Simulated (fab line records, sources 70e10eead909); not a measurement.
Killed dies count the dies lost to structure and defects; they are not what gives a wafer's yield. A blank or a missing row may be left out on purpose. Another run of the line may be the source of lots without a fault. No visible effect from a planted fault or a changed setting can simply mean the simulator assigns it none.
Matching of chambers	flow nand-harc	4 sister chambers for NHARC_A_CHANNEL_FILL_D2_ALD_25 on ald-hk-03
The step deposits SiOx, target thk 60 nm, pulse time 10 s, ald cycles 600. 16 wafers are shown with their chamber, then 8 later ones without.

## WAFERS PAIRED WITH THEIR CHAMBERS
wafer	chamber	heater-power-w (W)	precursor-pulse-height-rel
L076.3	1	485	0.988
L076.5	0	437	0.958
L076.6	1	478	1.044
L079.1	2	441	1.019
L079.4	1	477	1.001
L079.6	2	440	0.987
L081.1	3	408	1.011
L081.2	2	421	0.994
L081.3	0	438	1.003
L083.3	1	490	0.986
L083.4	0	440	0.997
L083.5	2	435	0.980
L084.2	3	408	1.005
L084.5	3	420	0.984
L084.6	2	435	0.998
L088.2	3	413	1.004

SIGNATURES (averages over the wafers above)
reading	chamber 0	chamber 1	chamber 2	chamber 3	scatter within a chamber
heater-power-w	438.33	482.50	434.40	412.25	6.26
precursor-pulse-height-rel	0.98600	1.00475	0.99560	1.00100	0.0197
Rule: a wafer's distance from a chamber is the root of the sum, over the readings, of the square of ((its reading less the chamber's mean) divided by the reading's scatter). If the next closest chamber is less than 2 further off than the closest, the wafer can't be placed; otherwise it belongs to the closest. How the scatter is found: for the shown wafers, subtract from each reading the mean of its chamber, square and add these, divide the total by (wafers less chambers), then take the root.

## WAFERS WHOSE CHAMBER IS MISSING
wafer	heater-power-w (W)	precursor-pulse-height-rel
L088.5	428	0.998
L088.6	496	1.002
L093.1	438	0.980
L093.2	498	1.005
L093.5	434	0.966
L095.1	415	1.003
L095.2	435	1.010
L095.5	431	0.973

## WHICH CHAMBER EACH WENT THROUGH
wafer	from the rows above	in truth
L088.5	can't be placed: 2 or 0 or 3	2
L088.6	1	1
L093.1	can't be placed: 0 or 2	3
L093.2	1	1
L093.5	can't be placed: 0 or 2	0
L095.1	3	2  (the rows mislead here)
L095.2	can't be placed: 2 or 0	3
L095.5	can't be placed: 2 or 0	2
Correctly placed: 2 of 8. From these rows, 5 cannot be placed; in 3 the true chamber is one of the candidates. Number placed wrongly: 1.
